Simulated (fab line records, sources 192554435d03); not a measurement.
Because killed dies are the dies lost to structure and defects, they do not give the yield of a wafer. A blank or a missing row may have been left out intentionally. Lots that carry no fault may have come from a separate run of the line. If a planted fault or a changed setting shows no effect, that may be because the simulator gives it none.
What tool caused it? / flow n5-finfet / 30 wafers from 10 lots sampled at 5 of the route's 1938 steps

WHAT EACH GAUGE READ, for each wafer
N5_BEOL_M4_RC_MEAS_101.
lot=L947; measured=day 9 01:08; on=prober-01; DIBL_N (mV/V)=37.5 38.1 38.2
lot=L951; measured=day 9 16:22; on=prober-02; DIBL_N (mV/V)=36.9 37.0 35.6
lot=L952; measured=day 9 23:01; on=prober-01; DIBL_N (mV/V)=35.5 38.1 35.7
lot=L953; measured=day 10 08:52; on=prober-01; DIBL_N (mV/V)=39.4 35.7 37.3
lot=L961; measured=day 12 02:19; on=prober-02; DIBL_N (mV/V)=33.4 36.1 36.3
lot=L964; measured=day 12 18:37; on=prober-01; DIBL_N (mV/V)=37.5 35.4 36.4
lot=L965; measured=day 13 19:29; on=prober-01; DIBL_N (mV/V)=33.9 34.3 34.3
lot=L966; measured=day 13 16:11; on=prober-01; DIBL_N (mV/V)=38.4 35.0 35.9
lot=L967; measured=day 13 21:23; on=prober-01; DIBL_N (mV/V)=35.9 35.8 35.9
lot=L969; measured=day 14 08:29; on=prober-01; DIBL_N (mV/V)=36.3 36.5 38.5

WHAT TOOL EACH LOT RAN ON (gives the tool, then ch and the chambers of the sampled wafers, and finally the start)
lot=L947; N5_HKMG_FIN_STRIP_88=plasma-asher-01 ch 0,1, day 4 08:16; N5_GATE_CUT_ETCH_56=rie-metal-02 ch 1, day 4 11:29; N5_GATE_CUT_VAPOR_ETCH_48=rie-metal-03 ch 0, day 4 16:20; N5_GATE_CUT_STRIP_29=wet-bench-06 ch 3,4,7, day 4 16:37
lot=L951; N5_HKMG_FIN_STRIP_88=plasma-asher-01 ch 0,1, day 5 08:26; N5_GATE_CUT_ETCH_56=rie-metal-01 ch 1, day 5 11:32; N5_GATE_CUT_VAPOR_ETCH_48=rie-metal-03 ch 0,1, day 5 15:47; N5_GATE_CUT_STRIP_29=wet-bench-06 ch 1,2,5, day 5 15:59
lot=L952; N5_HKMG_FIN_STRIP_88=plasma-asher-02 ch 0,1, day 5 17:11; N5_GATE_CUT_ETCH_56=rie-metal-01 ch 1, day 5 20:28; N5_GATE_CUT_VAPOR_ETCH_48=rie-metal-01 ch 1, day 6 00:55; N5_GATE_CUT_STRIP_29=wet-bench-03 ch 0,1,2, day 6 01:12
lot=L953; N5_HKMG_FIN_STRIP_88=plasma-asher-01 ch 0,1, day 6 00:12; N5_GATE_CUT_ETCH_56=rie-metal-03 ch 0, day 6 03:29; N5_GATE_CUT_VAPOR_ETCH_48=rie-metal-01 ch 1, day 6 07:55; N5_GATE_CUT_STRIP_29=wet-bench-03 ch 0,1,5, day 6 08:13
lot=L961; N5_HKMG_FIN_STRIP_88=plasma-asher-01 ch 0,1, day 8 00:34; N5_GATE_CUT_ETCH_56=rie-metal-01 ch 0,1, day 8 03:50; N5_GATE_CUT_VAPOR_ETCH_48=rie-metal-03 ch 0,1, day 8 08:05; N5_GATE_CUT_STRIP_29=wet-bench-01 ch 1,2,3, day 8 08:16
lot=L964; N5_HKMG_FIN_STRIP_88=plasma-asher-01 ch 0,1, day 8 16:46; N5_GATE_CUT_ETCH_56=rie-metal-03 ch 0,1, day 8 19:46; N5_GATE_CUT_VAPOR_ETCH_48=rie-metal-01 ch 0,1, day 9 00:56; N5_GATE_CUT_STRIP_29=wet-bench-06 ch 0,1,5, day 9 01:08
lot=L965; N5_HKMG_FIN_STRIP_88=plasma-asher-02 ch 0,1, day 9 01:16; N5_GATE_CUT_ETCH_56=rie-metal-01 ch 0,1, day 9 04:17; N5_GATE_CUT_VAPOR_ETCH_48=rie-metal-01 ch 0,1, day 9 08:31; N5_GATE_CUT_STRIP_29=wet-bench-03 ch 0,1,4, day 9 08:42
lot=L966; N5_HKMG_FIN_STRIP_88=plasma-asher-01 ch 0, day 9 04:05; N5_GATE_CUT_ETCH_56=rie-metal-01 ch 0,1, day 9 07:07; N5_GATE_CUT_VAPOR_ETCH_48=rie-metal-01 ch 0,1, day 9 11:14; N5_GATE_CUT_STRIP_29=wet-bench-06 ch 2,5,6, day 9 11:26
lot=L967; N5_HKMG_FIN_STRIP_88=plasma-asher-02 ch 0,1, day 9 10:56; N5_GATE_CUT_ETCH_56=rie-metal-03 ch 0,1, day 9 13:55; N5_GATE_CUT_VAPOR_ETCH_48=rie-metal-03 ch 0, day 9 18:02; N5_GATE_CUT_STRIP_29=wet-bench-03 ch 1,6,7, day 9 18:14
lot=L969; N5_HKMG_FIN_STRIP_88=plasma-asher-02 ch 0,1, day 9 23:52; N5_GATE_CUT_ETCH_56=rie-metal-01 ch 0,1, day 10 02:50; N5_GATE_CUT_VAPOR_ETCH_48=rie-metal-01 ch 0,1, day 10 07:05; N5_GATE_CUT_STRIP_29=wet-bench-01 ch 2,6,7, day 10 07:17
- N5_HKMG_FIN_STRIP_88: strips in N2/H2, time 360 s.
- N5_GATE_CUT_ETCH_56: etches TiN in Cl2/Ar, target depth 21.6 nm.
- N5_GATE_CUT_VAPOR_ETCH_48: etches TiN in BCl3/Cl2.
- N5_GATE_CUT_STRIP_29: strips in post etch residue remover, time 60 s.

THE ANSWER, worked out from the rows above alone
Rule: what is usual is taken from the lots themselves. Put in order of their means at a reading, lots are off if they are a third of the lots or fewer, leave a main group of 4 or more, and stand apart from it by a gap of 3 or more times the standard deviation of the main group's means; of several such gaps the widest counts. A main group is skipped when, at the precision printed for the reading in the tables above, its means are all equal. A lot without any number at a reading at which 4 lots or more have one is off too. The other lots that the step has rows for count as sound.
None of the lots is off at any reading shown; this tells nothing.

WHAT HAD BEEN PUT IN BY THE SIMULATOR
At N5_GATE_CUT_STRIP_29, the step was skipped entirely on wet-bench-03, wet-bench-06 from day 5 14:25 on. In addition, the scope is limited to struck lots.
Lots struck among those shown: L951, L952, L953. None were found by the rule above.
